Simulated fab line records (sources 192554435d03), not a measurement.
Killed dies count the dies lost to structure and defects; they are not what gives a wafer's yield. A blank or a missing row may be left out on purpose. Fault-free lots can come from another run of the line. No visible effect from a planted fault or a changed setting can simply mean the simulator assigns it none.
Comparing a struck lot with a sound one -- flow n5 finfet -- 18 out of 1938 route steps
Sound: these wafers, L969.1, L969.6. Struck: wafer L978.4. (L978.1, L978.3 of the same lot were not struck and are left out.) The cause comes at the end.
At each step with rows: each side's tool, then ch and its chambers, then its first start. Under that, the readings that differ: sound wafers -- struck wafers -- difference of the means -- sigmas: that difference in standard deviations of wafers without a fault.
alike: words and numbers the same on both sides, and readings whose means are apart by under 2 such deviations; not compared: readings that were withheld, readings missing a value for some wafer, numbers with overlapping values and no deviation given by the record, and bounds like >300 which may hide the same value.
Wherever a step has rows on one side only, a row that says differs or no value, or a row with sigmas, the two part there. When numbers do not overlap yet have no deviation, they are printed without sigmas and do not part them. A reading that every wafer of one side lacks parts them only if that side has two wafers or more.

first, 5 steps without rows for these wafers: N5_BEOL_M3_ANNEAL_82 (time 240 s); N5_BEOL_M3_SPUTTER_86 (material Cu, target thk 4.5 nm, time 8.29 s); N5_BEOL_M3_ANNEAL_87 (time 240 s); N5_BEOL_M3_SPUTTER_88 (material Cu, target thk 4.5 nm, time 8.29 s); N5_BEOL_M3_ANNEAL_89 (time 240 s).
N5_BEOL_M3_SPUTTER_90: material Cu, target thk 4.5 nm, time 8.29 s.
  sound: pvd sputter-01 at day 9 05:42; struck: pvd sputter-02 at day 11 23:32
reading,sound,struck,difference,sigmas
chuck gas flow sccm (sccm),1.28 1.20,1.37,+0.13,+2
  alike: throttle valve pct
then, 2 steps without rows for these wafers: N5_BEOL_M3_ANNEAL_91 (time 240 s); N5_BEOL_M3_SPUTTER_92 (material Cu, target thk 4.5 nm, time 8.29 s).
N5_BEOL_M3_ANNEAL_93: time 240 s.
  sound: pvd sputter-01 at day 9 06:00; struck: pvd sputter-02 at day 11 23:50
  alike: heater power w, susceptor_temp_C_max
N5_BEOL_M3_SPUTTER_94: material Cu, target thk 4.5 nm, time 8.29 s.
  sound: pvd sputter-01 at day 9 06:08; struck: pvd sputter-02 at day 11 23:58
  alike: chuck gas flow sccm, throttle valve pct
then, 1 step without rows for these wafers: N5_BEOL_M3_ANNEAL_95 (time 240 s).
N5_BEOL_M3_SPUTTER_96: material Cu, target thk 4.5 nm, time 8.29 s.
  sound: pvd sputter-01 at day 9 06:22; struck: pvd sputter-02 at day 12 00:11
  alike: chuck gas flow sccm, throttle valve pct
N5_BEOL_M3_ECD_50: material Cu, target thk 300 nm.
  sound on ecd cu-01 ch 1, day 9 06:29; struck on ecd cu-01 ch 1, day 12 00:18
reading,sound,struck,difference,sigmas
model.Cu_of_BEOL_M3_ECD_50.thk nm (nm),298.8 297.6,157.6,-140.6,
N5_BEOL_M3_ANNEAL_51: time 90 s.
  sound on rtp anneal-01 ch 0, day 9 06:38; struck on rtp anneal-02 ch 0, day 12 00:23
  alike: wafer_temp_C_max
N5_BEOL_M3_CMP_52: polishes, stops on SiOC, t overpolish 6.8 s, target thk 40 nm.
  sound on cmp-04 ch 1,3, day 9 07:19; struck on cmp-04 ch 0, day 12 00:43
reading,sound,struck,difference,sigmas
time to endpoint s (s),61 57,41,-18,-5
  alike: motor current A
N5_BEOL_M3_THK_MEAS_53: measures by xrf.
  sound: film metro-02 at day 9 07:30; struck: film metro-01 at day 12 00:58
reading,sound,struck,difference,sigmas
M3_THK (nm),40.5 42.0,45.4,+4.1,+2
N5_BEOL_M4_RC_MEAS_101:
  sound on prober-01 ch 0, day 9 17:23; struck on prober-01 ch 0, day 12 13:23
  alike: DIBL_N, DIBL_P, IOFF_N, IOFF_P, ION_N, ION_P, SS_N, SS_P, VT_N, VT_P
following that, these wafers have no rows for 1 step: N5_PASSIVATION_PROBE_49.

WHERE THEY PART
Earliest at N5_BEOL_M3_SPUTTER_90; latest, in this record, at N5_BEOL_M3_THK_MEAS_53. Later steps at which nothing parts them and some readings are alike: N5_BEOL_M4_RC_MEAS_101.

WHY: the cause the simulator had injected
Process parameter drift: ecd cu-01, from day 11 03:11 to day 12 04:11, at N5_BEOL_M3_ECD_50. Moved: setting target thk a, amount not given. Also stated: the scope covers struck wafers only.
